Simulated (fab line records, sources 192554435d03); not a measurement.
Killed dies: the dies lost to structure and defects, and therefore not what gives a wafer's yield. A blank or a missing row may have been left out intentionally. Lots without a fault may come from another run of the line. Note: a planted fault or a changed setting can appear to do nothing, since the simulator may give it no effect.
fab line records :: flow n5-finfet
record:
  lots: 11
  wafers: 33
  last-day: 17
route steps=1938 shown ILD0@340 PASS1_CAP@1874 TV_OPEN@1889 PASSIVATION@1936
lots with no fault: from the same line, run without faults
start-h: hours from the record's first day to the start of the lot's first wafer shown :: wait-h: hours from the lot's prior step to this one :: " as in the row above :: L1.1+2: a row that stands for several wafers :: - no value, or no start was given :: * or withheld: withheld :: < > ~ a bound
route shown NAME@n: NAME is a module with steps in the file, n the number in the route of the first one :: usual: mean/standard deviation taken from wafers without a fault :: same: alike in all rows :: chamber/n: place in a boat :: sites: per-site readings :: _std_site: standard deviation across them :: _edge_site: inner sites' mean taken away from outer sites' mean :: radius-mm: how far each site lies from the wafer's centre :: mask NAME#n: copy n :: behind: tool/chamber where the wafer was last shaped :: hold: the reason the lot was held/the length of the hold in hours/how it ended :: device: the n, p or np transistor that did not switch :: end of line: the route-end tests of the same wafers :: a step given without rows: its recipe and nothing more :: killed: count of dies lost to structure and defects at first sort (not the wafer's yield) :: map: the dies of a wafer, with x for killed, . for not killed, _ for no die there
set.NAME: the setting the step ran with; set.NAME@STEP: the setting that earlier step ran with :: model.NAME: the simulator's own value behind a step, which no gauge read
route steps across a sampled set of lots; one table per step, one row per wafer
services: a tool's chamber out of use, with start hour (start-h, from the record's first day; less than 0 if before it), hours out, and reason
== steps ==
step: N5_ILD0_CMP_07
recipe:
  stop-on: poly-Si
  material: SiO2_flowable
  t-overpolish-s: 1.18
  post-cmp-clean: alkaline-brush
  down-force-psi: 4.1491
  platen-rpm: 51.796
  pad-velocity-m-s: 1.0306
  target-thk-nm: 138.88
usual:
  head-pressure-psi: 4.149/0.0097
  motor-current-A: 12.4/0.96
lot.wafer: L974.4
tool: cmp-04
chamber: 0
start-h: 59.18
wait-h: 0.0
head-pressure-psi: 4.162
motor-current-A: 10.5

lot.wafer: L974.3
tool: cmp-04
chamber: 3
start-h: 59.18
wait-h: 0.0
head-pressure-psi: 4.138
motor-current-A: 13.3

lot.wafer: L974.5
tool: cmp-04
chamber: 1
start-h: 59.18
wait-h: 0.0
head-pressure-psi: 4.154
motor-current-A: 11.8

lot.wafer: L975.2
tool: cmp-02
chamber: 0
start-h: 71.83
wait-h: 0.1
head-pressure-psi: 4.153
motor-current-A: 13.0

lot.wafer: L975.3
tool: cmp-02
chamber: 2
start-h: 71.83
wait-h: 0.1
head-pressure-psi: 4.145
motor-current-A: 11.0

lot.wafer: L975.5
tool: cmp-02
chamber: 3
start-h: 71.83
wait-h: 0.1
head-pressure-psi: 4.148
motor-current-A: 12.9

lot.wafer: L976.2
tool: cmp-04
chamber: 2
start-h: 72.92
wait-h: 0.0
head-pressure-psi: 4.138
motor-current-A: 12.4

lot.wafer: L976.4
tool: cmp-04
chamber: 0
start-h: 72.92
wait-h: 0.0
head-pressure-psi: 4.136
motor-current-A: 10.6

lot.wafer: L976.6
tool: cmp-04
chamber: 2
start-h: 72.92
wait-h: 0.0
head-pressure-psi: 4.136
motor-current-A: 13.1

lot.wafer: L977.2
tool: cmp-03
chamber: 3
start-h: 79.29
wait-h: 0.1
head-pressure-psi: 4.146
motor-current-A: 13.7

lot.wafer: L977.4
tool: cmp-03
chamber: 0
start-h: 79.29
wait-h: 0.1
head-pressure-psi: 4.162
motor-current-A: 12.3

lot.wafer: L977.5
tool: cmp-03
chamber: 1
start-h: 79.29
wait-h: 0.1
head-pressure-psi: 4.148
motor-current-A: 12.3

lot.wafer: L985.4
tool: cmp-04
chamber: 0
start-h: 129.06
wait-h: 0.0
head-pressure-psi: 4.162
motor-current-A: 10.9

lot.wafer: L985.1
tool: cmp-04
chamber: 3
start-h: 129.06
wait-h: 0.0
head-pressure-psi: 4.131
motor-current-A: 13.4

lot.wafer: L985.5
tool: cmp-04
chamber: 0
start-h: 129.06
wait-h: 0.0
head-pressure-psi: 4.155
motor-current-A: 10.8

lot.wafer: L989.2
tool: cmp-02
chamber: 3
start-h: 155.60
wait-h: 0.0
head-pressure-psi: 4.149
motor-current-A: 13.1

lot.wafer: L989.4
tool: cmp-02
chamber: 1
start-h: 155.60
wait-h: 0.0
head-pressure-psi: 4.153
motor-current-A: 12.6

lot.wafer: L989.1
tool: cmp-02
chamber: 2
start-h: 155.60
wait-h: 0.0
head-pressure-psi: 4.149
motor-current-A: 11.8

lot.wafer: L991.1
tool: cmp-02
chamber: 0
start-h: 164.36
wait-h: 0.0
head-pressure-psi: 4.160
motor-current-A: 12.6

lot.wafer: L991.3
tool: cmp-02
chamber: 1
start-h: 164.36
wait-h: 0.0
head-pressure-psi: 4.147
motor-current-A: 12.6

lot.wafer: L991.6
tool: cmp-02
chamber: 0
start-h: 164.36
wait-h: 0.0
head-pressure-psi: 4.171
motor-current-A: 13.5

lot.wafer: L993.4
tool: cmp-02
chamber: 2
start-h: 176.88
wait-h: 0.0
head-pressure-psi: 4.145
motor-current-A: 11.8

lot.wafer: L993.2
tool: cmp-02
chamber: 3
start-h: 176.88
wait-h: 0.0
head-pressure-psi: 4.151
motor-current-A: 13.1

lot.wafer: L993.6
tool: cmp-02
chamber: 3
start-h: 176.88
wait-h: 0.0
head-pressure-psi: 4.155
motor-current-A: 12.9

lot.wafer: L995.2
tool: cmp-04
chamber: 1
start-h: 188.65
wait-h: 0.1
head-pressure-psi: 4.144
motor-current-A: 12.5

lot.wafer: L995.4
tool: cmp-04
chamber: 2
start-h: 188.65
wait-h: 0.1
head-pressure-psi: 4.157
motor-current-A: 12.6

lot.wafer: L995.6
tool: cmp-04
chamber: 0
start-h: 188.65
wait-h: 0.1
head-pressure-psi: 4.142
motor-current-A: 10.4

lot.wafer: L996.2
tool: cmp-02
chamber: 3
start-h: 196.16
wait-h: 0.0
head-pressure-psi: 4.151
motor-current-A: 13.1

lot.wafer: L996.1
tool: cmp-02
chamber: 2
start-h: 196.16
wait-h: 0.0
head-pressure-psi: 4.143
motor-current-A: 11.5

lot.wafer: L996.6
tool: cmp-02
chamber: 0
start-h: 196.16
wait-h: 0.0
head-pressure-psi: 4.137
motor-current-A: 13.5

lot.wafer: L997.3
tool: cmp-04
chamber: 1
start-h: 204.98
wait-h: 0.1
head-pressure-psi: 4.146
motor-current-A: 11.0

lot.wafer: L997.2
tool: cmp-04
chamber: 2
start-h: 204.98
wait-h: 0.1
head-pressure-psi: 4.142
motor-current-A: 13.7

lot.wafer: L997.5
tool: cmp-04
chamber: 0
start-h: 204.98
wait-h: 0.1
head-pressure-psi: 4.141
motor-current-A: 10.2
step: N5_PASSIVATION_PECVD_01
recipe:
  material: SiNx
  target-thk-a: 2000
  temp-c: 400
  precursor: SiH4/NH3/N2
  pressure-torr: 4.9
  rf-w: 1406
  time-s: 43.2
usual:
  heater-power-outer-w: 204/63
  heater-power-w: 408/90
  showerhead-plenum-p-Torr: 8.68/0.09
  susceptor-temp-C: 399.98/0.23
  throttle-valve-pct: 29.2/1.7
lot.wafer: L974.3
tool: pecvd-04
chamber: 1
start-h: 246.01
wait-h: 0.0
heater-power-outer-w: 225
heater-power-w: 451
showerhead-plenum-p-Torr: 8.74
susceptor-temp-C: 399.48
throttle-valve-pct: 29.6

lot.wafer: L974.4
tool: pecvd-04
chamber: 1
start-h: 246.01
wait-h: 0.0
heater-power-outer-w: 235
heater-power-w: 479
showerhead-plenum-p-Torr: 8.71
susceptor-temp-C: 399.99
throttle-valve-pct: 29.4

lot.wafer: L974.5
tool: pecvd-04
chamber: 0
start-h: 246.01
wait-h: 0.0
heater-power-outer-w: 190
heater-power-w: 408
showerhead-plenum-p-Torr: 8.80
susceptor-temp-C: 400.36
throttle-valve-pct: 30.5

lot.wafer: L975.2
tool: pecvd-04
chamber: 1
start-h: 265.50
wait-h: 0.0
heater-power-outer-w: 309
heater-power-w: 589
showerhead-plenum-p-Torr: 8.72
susceptor-temp-C: 399.94
throttle-valve-pct: 29.4

lot.wafer: L975.3
tool: pecvd-04
chamber: 2
start-h: 265.50
wait-h: 0.0
heater-power-outer-w: 271
heater-power-w: 506
showerhead-plenum-p-Torr: 8.58
susceptor-temp-C: 399.61
throttle-valve-pct: 28.7

lot.wafer: L975.5
tool: pecvd-04
chamber: 2
start-h: 265.50
wait-h: 0.0
heater-power-outer-w: 279
heater-power-w: 518
showerhead-plenum-p-Torr: 8.62
susceptor-temp-C: 399.35
throttle-valve-pct: 28.5

lot.wafer: L977.2
tool: pecvd-02
chamber: 2
start-h: 270.34
wait-h: 0.0
heater-power-outer-w: 165
heater-power-w: 392
showerhead-plenum-p-Torr: 8.72
susceptor-temp-C: 399.79
throttle-valve-pct: 28.0

lot.wafer: L977.4
tool: pecvd-02
chamber: 2
start-h: 270.34
wait-h: 0.0
heater-power-outer-w: 173
heater-power-w: 418
showerhead-plenum-p-Torr: 8.72
susceptor-temp-C: 400.02
throttle-valve-pct: 27.9

lot.wafer: L977.5
tool: pecvd-02
chamber: 0
start-h: 270.34
wait-h: 0.0
heater-power-outer-w: 150
heater-power-w: 390
showerhead-plenum-p-Torr: 8.74
susceptor-temp-C: 400.24
throttle-valve-pct: 33.1

lot.wafer: L976.2
tool: pecvd-01
chamber: 2
start-h: 270.86
wait-h: 0.0
heater-power-outer-w: 208
heater-power-w: 374
showerhead-plenum-p-Torr: 8.50
susceptor-temp-C: 399.82
throttle-valve-pct: 26.9

lot.wafer: L976.4
tool: pecvd-01
chamber: 2
start-h: 270.86
wait-h: 0.0
heater-power-outer-w: 217
heater-power-w: 389
showerhead-plenum-p-Torr: 8.51
susceptor-temp-C: 400.20
throttle-valve-pct: 27.0

lot.wafer: L976.6
tool: pecvd-01
chamber: 1
start-h: 270.86
wait-h: 0.0
heater-power-outer-w: 161
heater-power-w: 315
showerhead-plenum-p-Torr: 8.66
susceptor-temp-C: 399.79
throttle-valve-pct: 28.2

lot.wafer: L985.1
tool: pecvd-01
chamber: 0
start-h: 317.92
wait-h: 0.0
heater-power-outer-w: 208
heater-power-w: 388
showerhead-plenum-p-Torr: 8.79
susceptor-temp-C: 399.92
throttle-valve-pct: 29.3

lot.wafer: L985.4
tool: pecvd-01
chamber: 2
start-h: 317.92
wait-h: 0.0
heater-power-outer-w: 202
heater-power-w: 363
showerhead-plenum-p-Torr: 8.51
susceptor-temp-C: 400.14
throttle-valve-pct: 26.9

lot.wafer: L985.5
tool: pecvd-01
chamber: 1
start-h: 317.92
wait-h: 0.0
heater-power-outer-w: 145
heater-power-w: 292
showerhead-plenum-p-Torr: 8.65
susceptor-temp-C: 399.95
throttle-valve-pct: 28.0

lot.wafer: L989.1
tool: pecvd-02
chamber: 2
start-h: 345.50
wait-h: 0.0
heater-power-outer-w: 202
heater-power-w: 459
showerhead-plenum-p-Torr: 8.73
susceptor-temp-C: 400.05
throttle-valve-pct: 27.9

lot.wafer: L989.2
tool: pecvd-02
chamber: 1
start-h: 345.50
wait-h: 0.0
heater-power-outer-w: 140
heater-power-w: 305
showerhead-plenum-p-Torr: 8.67
susceptor-temp-C: 399.87
throttle-valve-pct: 30.3

lot.wafer: L989.4
tool: pecvd-02
chamber: 2
start-h: 345.50
wait-h: 0.0
heater-power-outer-w: 206
heater-power-w: 464
showerhead-plenum-p-Torr: 8.72
susceptor-temp-C: 400.13
throttle-valve-pct: 28.1

lot.wafer: L991.1
tool: pecvd-01
chamber: 0
start-h: 361.54
wait-h: 0.0
heater-power-outer-w: 207
heater-power-w: 387
showerhead-plenum-p-Torr: 8.77
susceptor-temp-C: 399.74
throttle-valve-pct: 29.5

lot.wafer: L991.3
tool: pecvd-01
chamber: 2
start-h: 361.54
wait-h: 0.0
heater-power-outer-w: 237
heater-power-w: 403
showerhead-plenum-p-Torr: 8.50
susceptor-temp-C: 400.04
throttle-valve-pct: 27.0

lot.wafer: L991.6
tool: pecvd-01
chamber: 1
start-h: 361.54
wait-h: 0.0
heater-power-outer-w: 207
heater-power-w: 377
showerhead-plenum-p-Torr: 8.67
susceptor-temp-C: 400.23
throttle-valve-pct: 28.0

lot.wafer: L993.2
tool: pecvd-02
chamber: 0
start-h: 375.36
wait-h: 0.0
heater-power-outer-w: 61
heater-power-w: 263
showerhead-plenum-p-Torr: 8.72
susceptor-temp-C: 400.31
throttle-valve-pct: 33.2

lot.wafer: L993.4
tool: pecvd-02
chamber: 0
start-h: 375.36
wait-h: 0.0
heater-power-outer-w: 71
heater-power-w: 276
showerhead-plenum-p-Torr: 8.75
susceptor-temp-C: 399.92
throttle-valve-pct: 33.1

lot.wafer: L993.6
tool: pecvd-02
chamber: 1
start-h: 375.36
wait-h: 0.0
heater-power-outer-w: 185
heater-power-w: 364
showerhead-plenum-p-Torr: 8.66
susceptor-temp-C: 399.86
throttle-valve-pct: 30.3

lot.wafer: L995.2
tool: pecvd-01
chamber: 2
start-h: 380.94
wait-h: 0.0
heater-power-outer-w: 281
heater-power-w: 469
showerhead-plenum-p-Torr: 8.51
susceptor-temp-C: 400.18
throttle-valve-pct: 27.0

lot.wafer: L995.4
tool: pecvd-01
chamber: 2
start-h: 380.94
wait-h: 0.0
heater-power-outer-w: 287
heater-power-w: 478
showerhead-plenum-p-Torr: 8.50
susceptor-temp-C: 400.11
throttle-valve-pct: 27.0

lot.wafer: L995.6
tool: pecvd-01
chamber: 1
start-h: 380.94
wait-h: 0.0
heater-power-outer-w: 117
heater-power-w: 257
showerhead-plenum-p-Torr: 8.64
susceptor-temp-C: 400.22
throttle-valve-pct: 28.1

lot.wafer: L996.1
tool: pecvd-01
chamber: 0
start-h: 381.38
wait-h: 0.0
heater-power-outer-w: 274
heater-power-w: 469
showerhead-plenum-p-Torr: 8.78
susceptor-temp-C: 399.76
throttle-valve-pct: 29.2

lot.wafer: L996.2
tool: pecvd-01
chamber: 1
start-h: 381.38
wait-h: 0.0
heater-power-outer-w: 115
heater-power-w: 248
showerhead-plenum-p-Torr: 8.66
susceptor-temp-C: 400.62
throttle-valve-pct: 28.1

lot.wafer: L996.6
tool: pecvd-01
chamber: 2
start-h: 381.38
wait-h: 0.0
heater-power-outer-w: 264
heater-power-w: 441
showerhead-plenum-p-Torr: 8.53
susceptor-temp-C: 399.86
throttle-valve-pct: 26.6

lot.wafer: L997.2
tool: pecvd-01
chamber: 1
start-h: 399.95
wait-h: 0.0
heater-power-outer-w: 129
heater-power-w: 279
showerhead-plenum-p-Torr: 8.66
susceptor-temp-C: 399.51
throttle-valve-pct: 28.3

lot.wafer: L997.3
tool: pecvd-01
chamber: 0
start-h: 399.95
wait-h: 0.0
heater-power-outer-w: 259
heater-power-w: 451
showerhead-plenum-p-Torr: 8.77
susceptor-temp-C: 400.01
throttle-valve-pct: 29.3

lot.wafer: L997.5
tool: pecvd-01
chamber: 2
start-h: 399.95
wait-h: 0.0
heater-power-outer-w: 263
heater-power-w: 437
showerhead-plenum-p-Torr: 8.50
susceptor-temp-C: 400.39
throttle-valve-pct: 27.1
step: N5_PASSIVATION_STRIP_14
recipe:
  chemistry: O2
  power-w: 600
  temp-c: 60
  pressure-mtorr: 30
  rf-frequency-hz: 6e+07
  bias-power-w: 0
  overash-fraction: 0.5
  o2-flow-sccm: 225
usual:
  drypump-motor-current-A: 5.9/0.42
  oes-product-au: 0.79/0.076
  rf-vpp-V: 3.8/0.95
  showerhead-plenum-p-Torr: 2.11/0.085
  throttle-valve-pct: 16.65/0.22
lot.wafer: L974.3
tool: rie-diel-02
chamber: 3
start-h: 247.12
wait-h: 0.1
drypump-motor-current-A: 5.6
oes-product-au: 0.91
rf-hours-counter-h: 33
rf-vpp-V: 4.5
showerhead-plenum-p-Torr: 2.24
throttle-valve-pct: 16.53

lot.wafer: L974.4
tool: rie-diel-02
chamber: 1
start-h: 247.12
wait-h: 0.1
drypump-motor-current-A: 6.3
oes-product-au: 0.73
rf-hours-counter-h: 175
rf-vpp-V: 3.4
showerhead-plenum-p-Torr: 2.18
throttle-valve-pct: 16.44

lot.wafer: L974.5
tool: rie-diel-02
chamber: 0
start-h: 247.12
wait-h: 0.1
drypump-motor-current-A: 6.0
oes-product-au: 0.81
rf-hours-counter-h: -
rf-vpp-V: 4.3
showerhead-plenum-p-Torr: 2.21
throttle-valve-pct: 16.39

lot.wafer: L975.2
tool: rie-diel-06
chamber: 2
start-h: 267.63
wait-h: 0.1
drypump-motor-current-A: 5.2
oes-product-au: 0.85
rf-hours-counter-h: 66
rf-vpp-V: 4.0
showerhead-plenum-p-Torr: 2.13
throttle-valve-pct: 16.63

lot.wafer: L975.3
tool: rie-diel-06
chamber: 0
start-h: 267.63
wait-h: 0.1
drypump-motor-current-A: 6.0
oes-product-au: 0.97
rf-hours-counter-h: 4
rf-vpp-V: 2.8
showerhead-plenum-p-Torr: 2.06
throttle-valve-pct: 16.41

lot.wafer: L975.5
tool: rie-diel-06
chamber: 3
start-h: 267.63
wait-h: 0.1
drypump-motor-current-A: 5.9
oes-product-au: 0.80
rf-hours-counter-h: -
rf-vpp-V: 4.6
showerhead-plenum-p-Torr: 2.20
throttle-valve-pct: 16.44

lot.wafer: L977.2
tool: rie-diel-06
chamber: 0
start-h: 272.31
wait-h: 0.1
drypump-motor-current-A: 5.9
oes-product-au: 0.96
rf-hours-counter-h: 6
rf-vpp-V: 1.7
showerhead-plenum-p-Torr: 2.06
throttle-valve-pct: 16.43

lot.wafer: L977.4
tool: rie-diel-06
chamber: 2
start-h: 272.31
wait-h: 0.1
drypump-motor-current-A: 5.2
oes-product-au: 0.83
rf-hours-counter-h: 68
rf-vpp-V: 3.8
showerhead-plenum-p-Torr: 2.13
throttle-valve-pct: 16.63

lot.wafer: L977.5
tool: rie-diel-06
chamber: 1
start-h: 272.31
wait-h: 0.1
drypump-motor-current-A: 6.1
oes-product-au: 0.87
rf-hours-counter-h: -
rf-vpp-V: 6.0
showerhead-plenum-p-Torr: 2.13
throttle-valve-pct: 16.35

lot.wafer: L976.2
tool: rie-diel-03
chamber: 1
start-h: 272.69
wait-h: 0.1
drypump-motor-current-A: 5.9
oes-product-au: 0.71
rf-hours-counter-h: 194
rf-vpp-V: 6.3
showerhead-plenum-p-Torr: 2.17
throttle-valve-pct: 16.95

lot.wafer: L976.4
tool: rie-diel-03
chamber: 2
start-h: 272.69
wait-h: 0.1
drypump-motor-current-A: 5.3
oes-product-au: 0.73
rf-hours-counter-h: 174
rf-vpp-V: 5.1
showerhead-plenum-p-Torr: 2.01
throttle-valve-pct: 16.82

lot.wafer: L976.6
tool: rie-diel-03
chamber: 3
start-h: 272.69
wait-h: 0.1
drypump-motor-current-A: 5.3
oes-product-au: 0.90
rf-hours-counter-h: -
rf-vpp-V: 3.8
showerhead-plenum-p-Torr: 2.05
throttle-valve-pct: 16.63

lot.wafer: L985.1
tool: rie-diel-02
chamber: 3
start-h: 321.60
wait-h: 0.1
drypump-motor-current-A: 5.6
oes-product-au: 0.86
rf-hours-counter-h: 55
rf-vpp-V: 6.6
showerhead-plenum-p-Torr: 2.23
throttle-valve-pct: 16.59

lot.wafer: L985.4
tool: rie-diel-02
chamber: 2
start-h: 321.60
wait-h: 0.1
drypump-motor-current-A: 6.2
oes-product-au: 0.71
rf-hours-counter-h: 232
rf-vpp-V: 3.5
showerhead-plenum-p-Torr: 1.98
throttle-valve-pct: 17.07

lot.wafer: L985.5
tool: rie-diel-02
chamber: 2
start-h: 321.60
wait-h: 0.1
drypump-motor-current-A: 6.2
oes-product-au: 0.71
rf-hours-counter-h: -
rf-vpp-V: 3.2
showerhead-plenum-p-Torr: 1.98
throttle-valve-pct: 17.07

lot.wafer: L989.1
tool: rie-diel-03
chamber: 2
start-h: 347.40
wait-h: 0.1
drypump-motor-current-A: 5.3
oes-product-au: 0.72
rf-hours-counter-h: 192
rf-vpp-V: 3.1
showerhead-plenum-p-Torr: 2.00
throttle-valve-pct: 16.83

lot.wafer: L989.2
tool: rie-diel-03
chamber: 3
start-h: 347.40
wait-h: 0.1
drypump-motor-current-A: 5.3
oes-product-au: 0.88
rf-hours-counter-h: 41
rf-vpp-V: 4.5
showerhead-plenum-p-Torr: 2.04
throttle-valve-pct: 16.67

lot.wafer: L989.4
tool: rie-diel-03
chamber: 0
start-h: 347.40
wait-h: 0.1
drypump-motor-current-A: 6.7
oes-product-au: 0.83
rf-hours-counter-h: 71
rf-vpp-V: 4.2
showerhead-plenum-p-Torr: 2.03
throttle-valve-pct: 16.60

lot.wafer: L991.1
tool: rie-diel-03
chamber: 2
start-h: 362.34
wait-h: 0.1
drypump-motor-current-A: 5.3
oes-product-au: 0.71
rf-hours-counter-h: 197
rf-vpp-V: 2.1
showerhead-plenum-p-Torr: 2.00
throttle-valve-pct: 16.84

lot.wafer: L991.3
tool: rie-diel-03
chamber: 1
start-h: 362.34
wait-h: 0.1
drypump-motor-current-A: 5.9
oes-product-au: 0.69
rf-hours-counter-h: 218
rf-vpp-V: 2.2
showerhead-plenum-p-Torr: 2.16
throttle-valve-pct: 17.01

lot.wafer: L991.6
tool: rie-diel-03
chamber: 1
start-h: 362.34
wait-h: 0.1
drypump-motor-current-A: 5.9
oes-product-au: 0.69
rf-hours-counter-h: -
rf-vpp-V: 2.7
showerhead-plenum-p-Torr: 2.16
throttle-valve-pct: 17.01

lot.wafer: L993.2
tool: rie-diel-06
chamber: 3
start-h: 376.94
wait-h: 0.1
drypump-motor-current-A: 5.9
oes-product-au: 0.78
rf-hours-counter-h: 143
rf-vpp-V: 2.7
showerhead-plenum-p-Torr: 2.19
throttle-valve-pct: 16.51

lot.wafer: L993.4
tool: rie-diel-06
chamber: 0
start-h: 376.94
wait-h: 0.1
drypump-motor-current-A: 5.9
oes-product-au: 0.89
rf-hours-counter-h: 44
rf-vpp-V: 2.5
showerhead-plenum-p-Torr: 2.05
throttle-valve-pct: 16.51

lot.wafer: L993.6
tool: rie-diel-06
chamber: 3
start-h: 376.94
wait-h: 0.1
drypump-motor-current-A: 5.8
oes-product-au: 0.78
rf-hours-counter-h: -
rf-vpp-V: 2.6
showerhead-plenum-p-Torr: 2.19
throttle-valve-pct: 16.49

lot.wafer: L995.2
tool: rie-diel-02
chamber: 0
start-h: 382.35
wait-h: 0.1
drypump-motor-current-A: 6.0
oes-product-au: 0.76
rf-hours-counter-h: 132
rf-vpp-V: 2.9
showerhead-plenum-p-Torr: 2.19
throttle-valve-pct: 16.45

lot.wafer: L995.4
tool: rie-diel-02
chamber: 0
start-h: 382.35
wait-h: 0.1
drypump-motor-current-A: 6.1
oes-product-au: 0.77
rf-hours-counter-h: -
rf-vpp-V: 3.1
showerhead-plenum-p-Torr: 2.19
throttle-valve-pct: 16.47

lot.wafer: L995.6
tool: rie-diel-02
chamber: 1
start-h: 382.35
wait-h: 0.1
drypump-motor-current-A: 6.2
oes-product-au: 0.69
rf-hours-counter-h: -
rf-vpp-V: 1.7
showerhead-plenum-p-Torr: 2.16
throttle-valve-pct: 16.52

lot.wafer: L996.1
tool: rie-diel-03
chamber: 2
start-h: 384.11
wait-h: 0.1
drypump-motor-current-A: 5.3
oes-product-au: 0.72
rf-hours-counter-h: 204
rf-vpp-V: 3.7
showerhead-plenum-p-Torr: 2.00
throttle-valve-pct: 16.89

lot.wafer: L996.2
tool: rie-diel-03
chamber: 0
start-h: 384.11
wait-h: 0.1
drypump-motor-current-A: 6.6
oes-product-au: 0.81
rf-hours-counter-h: 82
rf-vpp-V: 3.0
showerhead-plenum-p-Torr: 2.03
throttle-valve-pct: 16.64

lot.wafer: L996.6
tool: rie-diel-03
chamber: 1
start-h: 384.11
wait-h: 0.1
drypump-motor-current-A: 5.9
oes-product-au: 0.69
rf-hours-counter-h: -
rf-vpp-V: 4.1
showerhead-plenum-p-Torr: 2.16
throttle-valve-pct: 16.99

lot.wafer: L997.2
tool: rie-diel-02
chamber: 2
start-h: 401.80
wait-h: 0.1
drypump-motor-current-A: 6.2
oes-product-au: 0.97
rf-hours-counter-h: 1
rf-vpp-V: 5.3
showerhead-plenum-p-Torr: 2.23
throttle-valve-pct: 16.63

lot.wafer: L997.3
tool: rie-diel-02
chamber: 1
start-h: 401.80
wait-h: 0.1
drypump-motor-current-A: 6.2
oes-product-au: 0.70
rf-hours-counter-h: 223
rf-vpp-V: 3.6
showerhead-plenum-p-Torr: 2.16
throttle-valve-pct: 16.53

lot.wafer: L997.5
tool: rie-diel-02
chamber: 0
start-h: 401.80
wait-h: 0.1
drypump-motor-current-A: 6.0
oes-product-au: 0.76
rf-hours-counter-h: -
rf-vpp-V: 3.5
showerhead-plenum-p-Torr: 2.19
throttle-valve-pct: 16.50
step: N5_PASSIVATION_PROBE_49
usual:
  defect-limited-yield: 91.3/1.5
  killed_at_M0_to_M3: 35/10
  killed_at_M4_up: 13/5.3
  killed-at-contacts: 12/5.7
  killed-at-front-end: 39/11
  killed-at-other: 3.3/2.7
  killed-dies: 102/18
  killed-on-rim: 13/4
  killed-open: 67/13
  killed-short: 34/7.8
  sort_bin_5_function: 5.1/1
  sort_bin_6_memory: 3.3/0.68
  sort-n-pass: 1078/18
  sort-yield-pct: 91.3/1.5
same:
  gross-dies: 1180
  killed-at-back-side: 0
  sort_bin_4_leakage[%]: 0
  sort_bin_8_speed[%]: 0
lot.wafer: L985.1
tool: prober-02
chamber: -
start-h: 328.08
wait-h: 0.0
defect-limited-yield[%]: 89.5
killed_at_M0_to_M3: 45
killed_at_M4_up: 9
killed-at-contacts: 12
killed-at-front-end: 58
killed-at-other: 0
killed-dies: 124
killed-on-rim: 13
killed-open: 85
killed-short: 38
sort_bin_5_function[%]: 6.2
sort_bin_6_memory[%]: 4.1
sort-n-pass: 1056
sort-yield-pct[%]: 89.5

lot.wafer: L985.4
tool: prober-02
chamber: -
start-h: 328.23
wait-h: 0.2
defect-limited-yield[%]: 35.5
killed_at_M0_to_M3: 34
killed_at_M4_up: 6
killed-at-contacts: 3
killed-at-front-end: 718
killed-at-other: 0
killed-dies: 761
killed-on-rim: 98
killed-open: 48
killed-short: 25
sort_bin_5_function[%]: 42.6
sort_bin_6_memory[%]: 16.9
sort-n-pass: 419
sort-yield-pct[%]: 35.5

lot.wafer: L985.5
tool: prober-02
chamber: -
start-h: 328.28
wait-h: 0.2
defect-limited-yield[%]: 36.9
killed_at_M0_to_M3: 21
killed_at_M4_up: 8
killed-at-contacts: 2
killed-at-front-end: 712
killed-at-other: 1
killed-dies: 744
killed-on-rim: 109
killed-open: 38
killed-short: 24
sort_bin_5_function[%]: 41.4
sort_bin_6_memory[%]: 17.0
sort-n-pass: 436
sort-yield-pct[%]: 36.9
killed by level:class
L985.1 STI_FIN_REVEAL:geometric-particle:open=26 BEOL_M0_SAQP:geometric-particle:open=13 BEOL_M0_SAQP:geometric-particle:short=12 BEOL_M3:geometric-particle:open=9 MOL_CONTACT_COAG:geometric-particle:open=8 FIN_SAQP:geometric-particle:open=7 FIN_SAQP:geometric-particle:short=7 BEOL_M4:geometric-particle:open=5
L985.4 ILD0:unspecified=687 BEOL_M0_SAQP:geometric-particle:short=11 BEOL_M3:geometric-particle:open=11 STI_FIN_REVEAL:geometric-particle:open=10 BEOL_M0_SAQP:geometric-particle:open=7 FIN_SAQP:geometric-particle:open=6 FIN_SAQP:geometric-particle:short=5 GATE_CUT:geometric-particle:short=4
L985.5 ILD0:unspecified=682 BEOL_M0_SAQP:geometric-particle:short=8 FIN_SAQP:geometric-particle:short=6 FIN_SAQP:geometric-particle:open=5 STI_FIN_REVEAL:geometric-particle:open=4 BEOL_M1:geometric-particle:open=4 GATE_CUT:geometric-particle:short=3 BEOL_M3:geometric-particle:open=3
== services ==
tool: cmp-04
chamber: -
start-h: 39.09
hours: 0.4
kind: repair

tool: cmp-02
chamber: -
start-h: 41.77
hours: 5.9
kind: pm

tool: cmp-04
chamber: -
start-h: 41.99
hours: 4.0
kind: pm

tool: cmp-02
chamber: -
start-h: 82.01
hours: 6.3
kind: repair

tool: rie-diel-02
chamber: -
start-h: 83.82
hours: 14.6
kind: pm

tool: cmp-04
chamber: -
start-h: 87.12
hours: 1.4
kind: repair

tool: rie-diel-02
chamber: 1
start-h: 113.73
hours: 15.6
kind: repair

tool: cmp-02
chamber: -
start-h: 132.53
hours: 4.0
kind: pm

tool: cmp-04
chamber: -
start-h: 149.07
hours: 6.8
kind: pm

tool: rie-diel-02
chamber: 3
start-h: 153.75
hours: 1.5
kind: repair

tool: cmp-04
chamber: -
start-h: 164.22
hours: 2.1
kind: repair

tool: rie-diel-03
chamber: 3
start-h: 164.52
hours: 1.7
kind: repair

tool: cmp-04
chamber: -
start-h: 174.93
hours: 1.3
kind: repair

tool: pecvd-01
chamber: -
start-h: 195.64
hours: 14.6
kind: pm

tool: cmp-04
chamber: -
start-h: 209.28
hours: 0.9
kind: repair

tool: cmp-02
chamber: -
start-h: 227.66
hours: 5.5
kind: pm

tool: cmp-04
chamber: -
start-h: 260.31
hours: 1.5
kind: repair

tool: pecvd-01
chamber: 0
start-h: 267.79
hours: 6.9
kind: repair

tool: cmp-04
chamber: -
start-h: 305.17
hours: 4.0
kind: pm

tool: cmp-02
chamber: -
start-h: 326.03
hours: 4.7
kind: repair

tool: cmp-02
chamber: -
start-h: 333.06
hours: 0.6
kind: repair

tool: cmp-04
chamber: -
start-h: 369.55
hours: 4.7
kind: pm

tool: cmp-02
chamber: -
start-h: 383.50
hours: 4.0
kind: pm

tool: cmp-04
chamber: -
start-h: 388.30
hours: 11.6
kind: pm
== key ==
first-sign:
  step: N5_PASSIVATION_PROBE_49
  reading: killed-at-front-end
  direction: up
  sigmas: 62
  usual: 39
  struck: 715
effect:
  step: N5_PASSIVATION_PROBE_49
  reading: killed-dies
  direction: up
  sigmas: 36
  usual: 102
  struck: 752
more-kills-born-at:
  N5_ILD0_CMP_07@cmp-04: 1368
met-at N5_ILD0_CMP_07
struck-lots L985
struck-wafers L985.4,L985.5
not-acting-at N5_PASSIVATION_PECVD_01,N5_PASSIVATION_STRIP_14
onset-between 72.92 129.06
fault:
  kind: chamber-particle-source
  tool: cmp-04
  chamber: 0
  onset-h: 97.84
  steps: N5_ILD0_CMP_07
  rate-per-visit-cm2: 1.6939
  end-h: 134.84
